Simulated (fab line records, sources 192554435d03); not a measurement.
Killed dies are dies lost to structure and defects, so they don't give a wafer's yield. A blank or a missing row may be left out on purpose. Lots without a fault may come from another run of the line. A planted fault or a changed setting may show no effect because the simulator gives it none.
Which tool did it? | flow n5_finfet | 9 lots, 27 wafers sampled, at 5 steps of a route of 1938

WHAT THE GAUGES READ, wafer by wafer
N5_BEOL_M0_INSPECT_127: inspects for defects (darkfield).
lot  | measured     | on                | raw_defect_count
L870 | day 7 14:20  | defect_inspect-02 | 43 47 51
L871 | day 7 17:35  | defect_inspect-02 | 45 40 35
L872 | day 7 19:50  | defect_inspect-02 | 112 63 128
L873 | day 7 22:00  | defect_inspect-01 | 66 47 76
L878 | day 9 10:46  | defect_inspect-02 | 406 361 333
L881 | day 10 00:07 | defect_inspect-02 | 362 404 325
L884 | day 10 18:02 | defect_inspect-01 | 49 54 78
L885 | day 10 20:30 | defect_inspect-02 | 69 35 51
L888 | day 12 00:22 | defect_inspect-02 | 43 54 40

WHICH TOOL RAN EACH LOT (tool, then ch and the chambers of the sampled wafers, then the start)
lot  | N5_BEOL_M0_SPUTTER_132       | N5_BEOL_M0_PRE_CLEAN_131         | N5_BEOL_M0_CO_CAP_123            | N5_BEOL_M0_PRE_CLEAN_124
L870 | pvd_sputter-02, day 7 12:59  | cvd_co-02 ch 0,1, day 7 14:04    | cvd_co-02 ch 0,1, day 7 14:06    | pecvd-02 ch 1,2, day 7 14:11
L871 | pvd_sputter-03, day 7 16:16  | cvd_co-02 ch 1,2, day 7 17:20    | cvd_co-02 ch 1,2, day 7 17:22    | pecvd-03 ch 0,1, day 7 17:28
L872 | pvd_sputter-01, day 7 18:29  | cvd_co-02 ch 0,1, day 7 19:35    | cvd_co-02 ch 0,1, day 7 19:37    | pecvd-03 ch 0,2, day 7 19:43
L873 | pvd_sputter-02, day 7 20:37  | cvd_co-02 ch 0,1,2, day 7 21:45  | cvd_co-02 ch 0,1,2, day 7 21:47  | pecvd-01 ch 0,1, day 7 21:53
L878 | pvd_sputter-01, day 9 09:13  | cvd_co-02 ch 1,2, day 9 10:31    | cvd_co-02 ch 1,2, day 9 10:34    | pecvd-02 ch 0,1,2, day 9 10:39
L881 | pvd_sputter-02, day 9 22:06  | cvd_co-01 ch 1,2, day 9 23:48    | cvd_co-01 ch 1,2, day 9 23:52    | pecvd-02 ch 0,2, day 9 23:59
L884 | pvd_sputter-01, day 10 14:48 | cvd_co-01 ch 0,1, day 10 17:46   | cvd_co-01 ch 0,1, day 10 17:48   | pecvd-03 ch 0,1,2, day 10 17:54
L885 | pvd_sputter-03, day 10 19:08 | cvd_co-01 ch 0,1, day 10 20:15   | cvd_co-01 ch 0,1, day 10 20:17   | pecvd-03 ch 0,1,2, day 10 20:23
L888 | pvd_sputter-03, day 11 22:59 | cvd_co-02 ch 0,1,2, day 12 00:08 | cvd_co-02 ch 0,1,2, day 12 00:12 | pecvd-03 ch 0,1,2, day 12 00:16
- N5_BEOL_M0_SPUTTER_132: material Cu, target thk 4 nm, time 7.37 s.
- N5_BEOL_M0_PRE_CLEAN_131: time 15 s.
- N5_BEOL_M0_CO_CAP_123: material Co, precursor CCTBA/H2, target thk 2 nm, time 102.1 s.
- N5_BEOL_M0_PRE_CLEAN_124: time 15 s.

THE ANSWER, worked out from the rows above alone
Rule: what is usual is taken from the lots themselves. Put in order of their means at a reading, lots are off if they are a third of the lots or fewer, leave a main group of 4 or more, and stand apart from it by a gap of 3 or more times the standard deviation of the main group's means; of several such gaps the widest counts. A main group whose means are all the same, to the digits that the tables above print for the reading, isn't used. A lot without any number at a reading at which 4 lots or more have one is off too. The other lots that the step has rows for count as sound.
Off: L878, L881, at N5_BEOL_M0_INSPECT_127 (raw_defect_count). The main group: mean 58, standard deviation 19.
A tool fits if, at a process step before that reading, it ran every lot that is off, and no sound lot after the first of them. The gauges at N5_BEOL_M0_INSPECT_127 are tried like those tools. One fits: pecvd-02 at N5_BEOL_M0_PRE_CLEAN_124. Its last sound lot is L870 (day 7 14:11), its first lot that is off L878 (day 9 10:39): a fault that began between those two fits.

WHAT THE SIMULATOR HAD PUT IN
Chamber particle source: pecvd-02, from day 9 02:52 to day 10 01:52, at N5_BEOL_M0_PRE_CLEAN_124. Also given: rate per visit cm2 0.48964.
Lots struck among those shown: L878, L881. The rule above found the same.
